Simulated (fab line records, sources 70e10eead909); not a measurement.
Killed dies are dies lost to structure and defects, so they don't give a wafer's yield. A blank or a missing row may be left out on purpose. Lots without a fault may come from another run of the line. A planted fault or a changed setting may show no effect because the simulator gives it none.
Which tool did it? | flow nand_harc | 20 lots, 60 wafers sampled, at 6 steps of a route of 1159

WHAT THE GAUGES READ, wafer by wafer
The record holds no reading of a measuring or inspecting step that can be judged against a usual standard deviation.

WHICH TOOL RAN EACH LOT (tool, then ch and the chambers of the sampled wafers, then the start)
lot  | NHARC_A_STAIRCASE_TRIM_202                    | NHARC_A_STAIRCASE_TRIM_222                    | NHARC_A_STAIRCASE_ETCH_225                    | NHARC_A_STAIRCASE_TRIM_226                    | NHARC_A_STAIRCASE_DESCUM_291       | NHARC_A_STAIRCASE_STRIP_295
L075 | rie_diel-07 ch 2,3, day 11 15:10 or earlier   | rie_diel-02 ch 1,3, day 11 15:10 or earlier   | rie_diel-02 ch 1,2, day 11 15:10 or earlier   | rie_diel-02 ch 1,3, day 11 15:10 or earlier   | rie_diel-02 ch 0,1,3, day 11 15:10 | rie_diel-02 ch 0,1,2, no start
L074 | rie_diel-06 ch 0,3, day 11 23:10 or earlier   | rie_diel-02 ch 1,2,3, day 11 23:10 or earlier | rie_diel-02 ch 1,3, day 11 23:10 or earlier   | rie_diel-02 ch 0,1,3, day 11 23:10 or earlier | rie_diel-07 ch 1,2, day 11 23:10   | rie_diel-07 ch 0,1,2, no start
L078 | rie_diel-06 ch 0,1,2, day 12 02:15 or earlier | rie_diel-07 ch 0,2,3, day 12 02:15 or earlier | rie_diel-07 ch 0,1,2, day 12 02:15 or earlier | rie_diel-07 ch 0,1,2, day 12 02:15 or earlier | rie_diel-07 ch 1,2,3, day 12 02:15 | rie_diel-07 ch 1,2,3, no start
L076 | rie_diel-07 ch 1,3, day 12 03:16 or earlier   | rie_diel-06 ch 0,1, day 12 03:16 or earlier   | rie_diel-06 ch 0,1,2, day 12 03:16 or earlier | rie_diel-06 ch 1,3, day 12 03:16 or earlier   | rie_diel-02 ch 0,1, day 12 03:16   | rie_diel-02 ch 0,1, no start
L077 | rie_diel-07 ch 1,3, day 12 05:50 or earlier   | rie_diel-06 ch 1,3, day 12 05:50 or earlier   | rie_diel-06 ch 0,1,3, day 12 05:50 or earlier | rie_diel-06 ch 1,2, day 12 05:50 or earlier   | rie_diel-02 ch 0,1, day 12 05:50   | rie_diel-02 ch 0,2,3, no start
L079 | rie_diel-02 ch 0,3, day 12 13:08 or earlier   | rie_diel-06 ch 0,1,2, day 12 13:08 or earlier | rie_diel-06 ch 1,2,3, day 12 13:08 or earlier | rie_diel-06 ch 0,2,3, day 12 13:08 or earlier | rie_diel-02 ch 0,1, day 12 13:08   | rie_diel-02 ch 1,2,3, no start
L081 | rie_diel-02 ch 0,2, day 13 03:05 or earlier   | rie_diel-07 ch 1,3, day 13 03:05 or earlier   | rie_diel-07 ch 1,2,3, day 13 03:05 or earlier | rie_diel-07 ch 1,2,3, day 13 03:05 or earlier | rie_diel-02 ch 0,1,2, day 13 03:05 | rie_diel-02 ch 0,1, no start
L080 | rie_diel-06 ch 0,2,3, day 13 01:02 or earlier | rie_diel-06 ch 0,1, day 13 01:02 or earlier   | rie_diel-06 ch 1,3, day 13 01:02 or earlier   | rie_diel-06 ch 1,2,3, day 13 01:02 or earlier | rie_diel-06 ch 1,2, day 13 01:02   | rie_diel-06 ch 1,2, no start
L083 | rie_diel-06 ch 2,3, day 13 20:21 or earlier   | rie_diel-07 ch 1,2,3, day 13 20:21 or earlier | rie_diel-07 ch 0,1,2, day 13 20:21 or earlier | rie_diel-07 ch 0,1, day 13 20:21 or earlier   | rie_diel-02 ch 2,3, day 13 20:21   | rie_diel-02 ch 1,2,3, no start
L084 | rie_diel-06 ch 0,2,3, day 13 23:52 or earlier | rie_diel-07 ch 0,1, day 13 23:52 or earlier   | rie_diel-07 ch 0,2,3, day 13 23:52 or earlier | rie_diel-07 ch 1,2,3, day 13 23:52 or earlier | rie_diel-07 ch 0,1,3, day 13 23:52 | rie_diel-07 ch 0,1,2, no start
L087 | rie_diel-07 ch 2,3, day 14 16:43 or earlier   | rie_diel-06 ch 1,2,3, day 14 16:43 or earlier | rie_diel-06 ch 0,1,2, day 14 16:43 or earlier | rie_diel-06 ch 0,1,3, day 14 16:43 or earlier | rie_diel-06 ch 0,1,3, day 14 16:43 | rie_diel-06 ch 0,1,3, no start
L086 | rie_diel-06 ch 0,1,2, day 14 19:11 or earlier | rie_diel-07 ch 0,2,3, day 14 19:11 or earlier | rie_diel-07 ch 2,3, day 14 19:11 or earlier   | rie_diel-07 ch 0,2, day 14 19:11 or earlier   | rie_diel-06 ch 1,2,3, day 14 19:11 | rie_diel-06 ch 1,2,3, no start
L085 | rie_diel-02 ch 1,3, day 14 22:58 or earlier   | rie_diel-06 ch 1,2,3, day 14 22:58 or earlier | rie_diel-06 ch 0,2,3, day 14 22:58 or earlier | rie_diel-06 ch 0,2,3, day 14 22:58 or earlier | rie_diel-06 ch 1,2,3, day 14 22:58 | rie_diel-06 ch 1,3, no start
L088 | rie_diel-06 ch 0,1,3, day 15 07:20 or earlier | rie_diel-07 ch 2,3, day 15 07:20 or earlier   | rie_diel-07 ch 0,3, day 15 07:20 or earlier   | rie_diel-07 ch 0,2, day 15 07:20 or earlier   | rie_diel-06 ch 1,2,3, day 15 07:20 | rie_diel-06 ch 1,2,3, no start
L090 | rie_diel-07 ch 0,1,2, day 15 10:59 or earlier | rie_diel-07 ch 0,2,3, day 15 10:59 or earlier | rie_diel-07 ch 0,1,3, day 15 10:59 or earlier | rie_diel-07 ch 0,1,3, day 15 10:59 or earlier | rie_diel-02 ch 1,2,3, day 15 10:59 | rie_diel-02 ch 1,2,3, no start
L091 | rie_diel-06 ch 0,1,2, day 15 11:48 or earlier | rie_diel-02 ch 0,1,2, day 15 11:48 or earlier | rie_diel-02 ch 0,1,3, day 15 11:48 or earlier | rie_diel-02 ch 0,1,3, day 15 11:48 or earlier | rie_diel-06 ch 0,2,3, day 15 11:48 | rie_diel-06 ch 0,2,3, no start
L092 | rie_diel-06 ch 0,2,3, day 16 00:26 or earlier | rie_diel-07 ch 2,3, day 16 00:26 or earlier   | rie_diel-07 ch 0,1,2, day 16 00:26 or earlier | rie_diel-07 ch 0,2, day 16 00:26 or earlier   | rie_diel-02 ch 2,3, day 16 00:26   | rie_diel-02 ch 0,2,3, no start
L095 | rie_diel-02 ch 0,1,2, day 16 15:59 or earlier | rie_diel-02 ch 0,2,3, day 16 15:59 or earlier | rie_diel-02 ch 0,1,3, day 16 15:59 or earlier | rie_diel-02 ch 0,2,3, day 16 15:59 or earlier | rie_diel-02 ch 0,2,3, day 16 15:59 | rie_diel-02 ch 0,1,2, no start
L096 | rie_diel-02 ch 0,1,3, day 16 17:59 or earlier | rie_diel-02 ch 0,1,2, day 16 17:59 or earlier | rie_diel-02 ch 0,1,2, day 16 17:59 or earlier | rie_diel-02 ch 0,1,3, day 16 17:59 or earlier | rie_diel-07 ch 1,2,3, day 16 17:59 | rie_diel-07 ch 1,2,3, no start
L094 | rie_diel-07 ch 0,1,2, day 16 20:21 or earlier | rie_diel-06 ch 0,3, day 16 20:21 or earlier   | rie_diel-06 ch 0,1,3, day 16 20:21 or earlier | rie_diel-06 ch 0,3, day 16 20:21 or earlier   | rie_diel-07 ch 1,3, day 16 20:21   | rie_diel-07 ch 1,3, no start
- NHARC_A_STAIRCASE_TRIM_202: chemistry O2, time 211.2 s.
- NHARC_A_STAIRCASE_TRIM_222: chemistry O2, time 211.2 s.
- NHARC_A_STAIRCASE_ETCH_225: etches the open film in C4F8/O2, target depth 100 nm, time 40.5 s.
- NHARC_A_STAIRCASE_TRIM_226: chemistry O2, time 211.2 s.
- NHARC_A_STAIRCASE_DESCUM_291: chemistry O2, time 3 s.
- NHARC_A_STAIRCASE_STRIP_295: strips in O2.

WHAT THE TOOLS THEMSELVES READ (means of the sampled wafers that have a number; where no wafer has one, the mark that the record gives instead)
NHARC_A_STAIRCASE_TRIM_202. Usual: drypump_motor_current_A 5.3 A, standard deviation 0.37; mfc_ar_sccm 0.014 sccm, standard deviation 0.012; oes_product_au 1.001 a.u., standard deviation 0.007; rf_vpp_V 58.1 V, standard deviation 0.97; showerhead_plenum_p_Torr 3.63 Torr, standard deviation 0.12; throttle_valve_pct 17.037 %, standard deviation 0.0088.
lot  | tool        | drypump_motor_current_A (A) | mfc_ar_sccm (sccm) | oes_product_au (a.u.) | rf_vpp_V (V) | showerhead_plenum_p_Torr (Torr) | throttle_valve_pct (%) | flag
L075 | rie_diel-07 | 5.6                         | 0.003              | 0.990                 | 58.7         | 3.60                            | 17.043                 |
L074 | rie_diel-06 | 4.9                         | 0.030              | 1.002                 | 58.0         | 3.75                            | 17.037                 |
L078 | rie_diel-06 | 5.2                         | 0.013              | 1.002                 | 57.7         | 3.68                            | 17.044                 |
L076 | rie_diel-07 | 5.5                         | 0.006              | 1.001                 | 58.6         | 3.55                            | 17.040                 |
L077 | rie_diel-07 | 5.5                         | 0.006              | 1.006                 | 57.4         | 3.55                            | 17.039                 |
L079 | rie_diel-02 | 6.0                         | 0.000              | 0.998                 | 58.3         | 3.56                            | 17.037                 |
L081 | rie_diel-02 | 5.4                         | 0.000              | 0.998                 | 58.5         | 3.66                            | 17.039                 |
L080 | rie_diel-06 | 5.0                         | 0.019              | 1.001                 | 57.7         | 3.75                            | 17.041                 |
L083 | rie_diel-06 | 5.0                         | 0.022              | 1.001                 | 58.0         | 3.76                            | 17.032                 |
L084 | rie_diel-06 | 5.0                         | 0.019              | 0.998                 | 58.2         | 3.74                            | 17.033                 |
L087 | rie_diel-07 | 5.6                         | 0.003              | 0.994                 | 57.9         | 3.59                            | 17.042                 |
L086 | rie_diel-06 | 5.2                         | 0.013              | 1.000                 | 57.5         | 3.67                            | 17.042                 |
L085 | rie_diel-02 | 5.9                         | 0.008              | 0.987                 | 58.1         | 3.53                            | 17.045                 |
L088 | rie_diel-06 | 5.0                         | 0.024              | 0.999                 | 58.6         | 3.67                            | 17.030                 |
L090 | rie_diel-07 | 5.7                         | 0.015              | 0.997                 | 58.0         | 3.60                            | 17.030                 |
L091 | rie_diel-06 | 5.2                         | 0.013              | 1.004                 | 58.1         | 3.67                            | 17.041                 |
L092 | rie_diel-06 | 5.0                         | 0.019              | 1.007                 | 58.0         | 3.73                            | 17.035                 |
L095 | rie_diel-02 | 5.5                         | 0.008              | 1.001                 | 58.4         | 3.50                            | 17.037                 |
L096 | rie_diel-02 | 5.8                         | 0.008              | 1.004                 | 57.8         | 3.45                            | 17.042                 |
L094 | rie_diel-07 | 5.6                         | 0.015              | 0.997                 | 58.2         | 3.60                            | 17.031                 |

NHARC_A_STAIRCASE_TRIM_222. Usual: drypump_motor_current_A 5.5 A, standard deviation 0.36; mfc_ar_sccm 0.011 sccm, standard deviation 0.012; oes_product_au 1.000 a.u., standard deviation 0.0071; rf_vpp_V 57.9 V, standard deviation 0.86; showerhead_plenum_p_Torr 3.61 Torr, standard deviation 0.12; throttle_valve_pct 17.037 %, standard deviation 0.0087.
lot  | tool        | drypump_motor_current_A (A) | mfc_ar_sccm (sccm) | oes_product_au (a.u.) | rf_vpp_V (V) | showerhead_plenum_p_Torr (Torr) | throttle_valve_pct (%) | flag
L075 | rie_diel-02 | 5.9                         | 0.008              | 0.999                 | 58.5         | 3.55                            | 17.042                 |
L074 | rie_diel-02 | 5.6                         | 0.008              | 1.000                 | 58.6         | 3.60                            | 17.031                 |
L078 | rie_diel-07 | 5.6                         | 0.009              | 1.008                 | 57.4         | 3.61                            | 17.035                 |
L076 | rie_diel-06 | 5.1                         | 0.021              | 1.010                 | 58.1         | 3.66                            | 17.046                 |
L077 | rie_diel-06 | 4.9                         | 0.027              | 0.998                 | 58.2         | 3.70                            | 17.032                 |
L079 | rie_diel-06 | 5.2                         | 0.013              | 1.008                 | 57.8         | 3.68                            | 17.025                 |
L081 | rie_diel-07 | 5.6                         | 0.012              | 0.999                 | 57.2         | 3.55                            | 17.034                 |
L080 | rie_diel-06 | 5.1                         | 0.021              | 1.000                 | 58.8         | 3.66                            | 17.040                 |
L083 | rie_diel-07 | 5.6                         | 0.008              | 1.001                 | 57.7         | 3.57                            | 17.038                 |
L084 | rie_diel-07 | 5.6                         | 0.019              | 0.999                 | 58.1         | 3.58                            | 17.030                 |
L087 | rie_diel-06 | 5.1                         | 0.016              | 1.005                 | 57.2         | 3.69                            | 17.033                 |
L086 | rie_diel-07 | 5.6                         | 0.009              | 0.996                 | 58.1         | 3.60                            | 17.037                 |
L085 | rie_diel-06 | 5.1                         | 0.016              | 1.000                 | 58.4         | 3.69                            | 17.042                 |
L088 | rie_diel-07 | 5.5                         | 0.002              | 0.995                 | 57.0         | 3.56                            | 17.038                 |
L090 | rie_diel-07 | 5.6                         | 0.009              | 0.999                 | 58.7         | 3.59                            | 17.046                 |
L091 | rie_diel-02 | 5.5                         | 0.008              | 0.996                 | 57.0         | 3.50                            | 17.035                 |
L092 | rie_diel-07 | 5.5                         | 0.002              | 1.011                 | 57.9         | 3.55                            | 17.045                 |
L095 | rie_diel-02 | 5.7                         | 0.000              | 1.002                 | 58.1         | 3.59                            | 17.037                 |
L096 | rie_diel-02 | 5.5                         | 0.008              | 0.998                 | 57.5         | 3.50                            | 17.032                 |
L094 | rie_diel-06 | 4.9                         | 0.027              | 0.999                 | 57.9         | 3.71                            | 17.036                 |

NHARC_A_STAIRCASE_ETCH_225. Usual: oes_product_au 0.944 a.u., standard deviation 0.0098; rf_vpp_V 899 V, standard deviation 4.5.
lot  | tool        | oes_product_au (a.u.) | rf_vpp_V (V) | flag
L075 | rie_diel-02 | 0.944                 | 900          |
L074 | rie_diel-02 | 0.942                 | 897          |
L078 | rie_diel-07 | 0.938                 | 899          |
L076 | rie_diel-06 | 0.941                 | 902          |
L077 | rie_diel-06 | 0.935                 | 902          |
L079 | rie_diel-06 | 0.953                 | 901          |
L081 | rie_diel-07 | 0.936                 | 898          |
L080 | rie_diel-06 | 0.942                 | 902          |
L083 | rie_diel-07 | 0.943                 | 898          |
L084 | rie_diel-07 | 0.945                 | 898          |
L087 | rie_diel-06 | 0.948                 | 901          |
L086 | rie_diel-07 | 0.941                 | 898          |
L085 | rie_diel-06 | 0.949                 | 903          |
L088 | rie_diel-07 | 0.933                 | 899          |
L090 | rie_diel-07 | 0.947                 | 897          |
L091 | rie_diel-02 | 0.945                 | 894          |
L092 | rie_diel-07 | 0.947                 | 899          |
L095 | rie_diel-02 | 0.945                 | 893          |
L096 | rie_diel-02 | 0.949                 | 895          |
L094 | rie_diel-06 | 0.948                 | 902          |

NHARC_A_STAIRCASE_TRIM_226. Usual: drypump_motor_current_A 5.4 A, standard deviation 0.37; mfc_ar_sccm 0.012 sccm, standard deviation 0.012; oes_product_au 1.001 a.u., standard deviation 0.0071; rf_vpp_V 58.0 V, standard deviation 0.85; showerhead_plenum_p_Torr 3.61 Torr, standard deviation 0.13; throttle_valve_pct 17.036 %, standard deviation 0.0099.
lot  | tool        | drypump_motor_current_A (A) | mfc_ar_sccm (sccm) | oes_product_au (a.u.) | rf_vpp_V (V) | showerhead_plenum_p_Torr (Torr) | throttle_valve_pct (%) | flag
L075 | rie_diel-02 | 5.9                         | 0.008              | 0.995                 | 58.5         | 3.55                            | 17.031                 |
L074 | rie_diel-02 | 5.8                         | 0.008              | 1.000                 | 57.7         | 3.47                            | 17.039                 |
L078 | rie_diel-07 | 5.6                         | 0.015              | 1.001                 | 57.6         | 3.62                            | 17.039                 |
L076 | rie_diel-06 | 4.9                         | 0.027              | 1.004                 | 59.2         | 3.70                            | 17.029                 |
L077 | rie_diel-06 | 5.3                         | 0.010              | 1.009                 | 58.6         | 3.63                            | 17.038                 |
L079 | rie_diel-06 | 5.0                         | 0.019              | 0.997                 | 58.7         | 3.75                            | 17.036                 |
L081 | rie_diel-07 | 5.6                         | 0.008              | 1.001                 | 57.6         | 3.57                            | 17.031                 |
L080 | rie_diel-06 | 5.1                         | 0.016              | 1.007                 | 58.0         | 3.70                            | 17.039                 |
L083 | rie_diel-07 | 5.7                         | 0.021              | 1.003                 | 57.8         | 3.62                            | 17.039                 |
L084 | rie_diel-07 | 5.6                         | 0.008              | 0.995                 | 57.3         | 3.57                            | 17.039                 |
L087 | rie_diel-06 | 5.0                         | 0.024              | 1.000                 | 58.4         | 3.67                            | 17.033                 |
L086 | rie_diel-07 | 5.6                         | 0.011              | 0.996                 | 58.4         | 3.63                            | 17.040                 |
L085 | rie_diel-06 | 5.0                         | 0.019              | 1.004                 | 58.5         | 3.74                            | 17.025                 |
L088 | rie_diel-07 | 5.6                         | 0.011              | 1.010                 | 58.1         | 3.62                            | 17.037                 |
L090 | rie_diel-07 | 5.6                         | 0.013              | 1.000                 | 58.4         | 3.57                            | 17.039                 |
L091 | rie_diel-02 | 5.8                         | 0.008              | 1.001                 | 57.4         | 3.45                            | 17.039                 |
L092 | rie_diel-07 | 5.6                         | 0.011              | 1.003                 | 58.8         | 3.62                            | 17.031                 |
L095 | rie_diel-02 | 5.7                         | 0.000              | 1.006                 | 57.6         | 3.59                            | 17.040                 |
L096 | rie_diel-02 | 5.8                         | 0.008              | 1.006                 | 58.1         | 3.45                            | 17.037                 |
L094 | rie_diel-06 | 4.9                         | 0.027              | 0.995                 | 57.9         | 3.71                            | 17.038                 |

NHARC_A_STAIRCASE_DESCUM_291. Usual: drypump_motor_current_A 5.5 A, standard deviation 0.37; mfc_ar_sccm 0.011 sccm, standard deviation 0.012; oes_product_au 1.001 a.u., standard deviation 0.0059; rf_vpp_V 57.8 V, standard deviation 0.89; showerhead_plenum_p_Torr 1.95 Torr, standard deviation 0.081; throttle_valve_pct 11.310 %, standard deviation 0.0084.
lot  | tool        | drypump_motor_current_A (A) | mfc_ar_sccm (sccm) | oes_product_au (a.u.) | rf_vpp_V (V) | showerhead_plenum_p_Torr (Torr) | throttle_valve_pct (%) | flag
L075 | rie_diel-02 | 5.8                         | 0.008              | 0.998                 | 57.1         | 1.88                            | 11.310                 |
L074 | rie_diel-07 | 5.6                         | 0.014              | 0.997                 | 57.5         | 1.94                            | 11.317                 |
L078 | rie_diel-07 | 5.6                         | 0.008              | 1.003                 | 56.7         | 1.94                            | 11.308                 |
L076 | rie_diel-02 | 5.7                         | 0.008              | 1.005                 | 58.0         | 1.84                            | 11.304                 |
L077 | rie_diel-02 | 5.7                         | 0.008              | 0.997                 | 56.7         | 1.84                            | 11.313                 |
L079 | rie_diel-02 | 5.7                         | 0.008              | 1.003                 | 57.4         | 1.83                            | 11.318                 |
L081 | rie_diel-02 | 5.5                         | 0.008              | 1.000                 | 57.2         | 1.90                            | 11.314                 |
L080 | rie_diel-06 | 5.3                         | 0.010              | 1.005                 | 58.0         | 1.97                            | 11.307                 |
L083 | rie_diel-02 | 5.8                         | 0.000              | 1.005                 | 57.6         | 2.00                            | 11.321                 |
L084 | rie_diel-07 | 5.6                         | 0.013              | 0.994                 | 58.7         | 1.94                            | 11.322                 |
L087 | rie_diel-06 | 4.9                         | 0.024              | 0.997                 | 58.3         | 2.00                            | 11.310                 |
L086 | rie_diel-06 | 5.1                         | 0.016              | 0.999                 | 58.0         | 2.01                            | 11.316                 |
L085 | rie_diel-06 | 5.1                         | 0.016              | 1.001                 | 59.0         | 2.00                            | 11.308                 |
L088 | rie_diel-06 | 5.1                         | 0.016              | 1.001                 | 58.3         | 2.00                            | 11.307                 |
L090 | rie_diel-02 | 5.6                         | 0.008              | 0.999                 | 57.1         | 1.94                            | 11.310                 |
L091 | rie_diel-06 | 5.0                         | 0.019              | 1.003                 | 58.8         | 2.03                            | 11.318                 |
L092 | rie_diel-02 | 5.8                         | 0.000              | 0.993                 | 58.7         | 2.00                            | 11.313                 |
L095 | rie_diel-02 | 5.7                         | 0.000              | 1.002                 | 57.3         | 1.95                            | 11.309                 |
L096 | rie_diel-07 | 5.6                         | 0.008              | 1.003                 | 57.8         | 1.93                            | 11.308                 |
L094 | rie_diel-07 | 5.5                         | 0.006              | 0.999                 | 56.9         | 1.91                            | 11.303                 |

NHARC_A_STAIRCASE_STRIP_295. Usual: drypump_motor_current_A 5.5 A, standard deviation 0.37; mfc_ar_sccm 0.011 sccm, standard deviation 0.012; oes_product_au 1.002 a.u., standard deviation 0.0071; rf_vpp_V 58.0 V, standard deviation 0.88; showerhead_plenum_p_Torr 3.59 Torr, standard deviation 0.14; throttle_valve_pct 17.036 %, standard deviation 0.0085.
lot  | tool        | drypump_motor_current_A (A) | mfc_ar_sccm (sccm) | oes_product_au (a.u.) | rf_vpp_V (V) | showerhead_plenum_p_Torr (Torr) | throttle_valve_pct (%) | flag
L075 | rie_diel-02 | 5.5                         | 0.008              | 1.001                 | 57.8         | 3.52                            | 17.037                 |
L074 | rie_diel-07 | 5.6                         | 0.015              | 0.994                 | 58.3         | 3.62                            | 17.029                 |
L078 | rie_diel-07 | 5.6                         | 0.008              | 1.000                 | 58.6         | 3.58                            | 17.034                 |
L076 | rie_diel-02 | 5.8                         | 0.008              | 1.002                 | 57.4         | 3.39                            | 17.040                 |
L077 | rie_diel-02 | 5.7                         | 0.000              | 0.997                 | 58.3         | 3.61                            | 17.031                 |
L079 | rie_diel-02 | 5.6                         | 0.008              | 1.005                 | 57.8         | 3.59                            | 17.029                 |
L081 | rie_diel-02 | 5.6                         | 0.015              | 1.002                 | 57.3         | 3.37                            | 17.032                 |
L080 | rie_diel-06 | 5.3                         | 0.010              | 1.008                 | 57.8         | 3.63                            | 17.035                 |
L083 | rie_diel-02 | 5.6                         | 0.008              | 1.007                 | 58.0         | 3.59                            | 17.041                 |
L084 | rie_diel-07 | 5.6                         | 0.015              | 0.993                 | 58.1         | 3.61                            | 17.040                 |
L087 | rie_diel-06 | 5.0                         | 0.024              | 1.003                 | 57.5         | 3.67                            | 17.038                 |
L086 | rie_diel-06 | 5.1                         | 0.016              | 1.007                 | 58.3         | 3.69                            | 17.043                 |
L085 | rie_diel-06 | 5.0                         | 0.027              | 1.002                 | 59.2         | 3.68                            | 17.038                 |
L088 | rie_diel-06 | 5.1                         | 0.016              | 1.011                 | 58.4         | 3.68                            | 17.035                 |
L090 | rie_diel-02 | 5.6                         | 0.008              | 1.002                 | 57.9         | 3.58                            | 17.037                 |
L091 | rie_diel-06 | 5.0                         | 0.019              | 1.004                 | 57.6         | 3.73                            | 17.028                 |
L092 | rie_diel-02 | 5.7                         | 0.000              | 0.993                 | 58.5         | 3.60                            | 17.039                 |
L095 | rie_diel-02 | 5.5                         | 0.008              | 1.001                 | 57.2         | 3.50                            | 17.038                 |
L096 | rie_diel-07 | 5.6                         | 0.008              | 1.003                 | 58.6         | 3.55                            | 17.044                 |
L094 | rie_diel-07 | 5.5                         | 0.006              | 1.004                 | 57.9         | 3.53                            | 17.035                 |

THE ANSWER, worked out from the rows above alone
Rule: a lot is off if the mean of its wafers that have a number lies more than 3 standard deviations from the usual mean. A lot without any number at a reading at which 4 lots or more have one is off too. The other lots that the step has rows for count as sound. The gauges are gone through in route order, then the tools' own readings, and for those a lot's mean is taken as printed above. The first step at which some lot is off is used, and at that step the reading that is off furthest; a lot without a number counts as furthest.
No lot is off at any reading shown: from this, nothing can be told.

WHAT THE SIMULATOR HAD PUT IN
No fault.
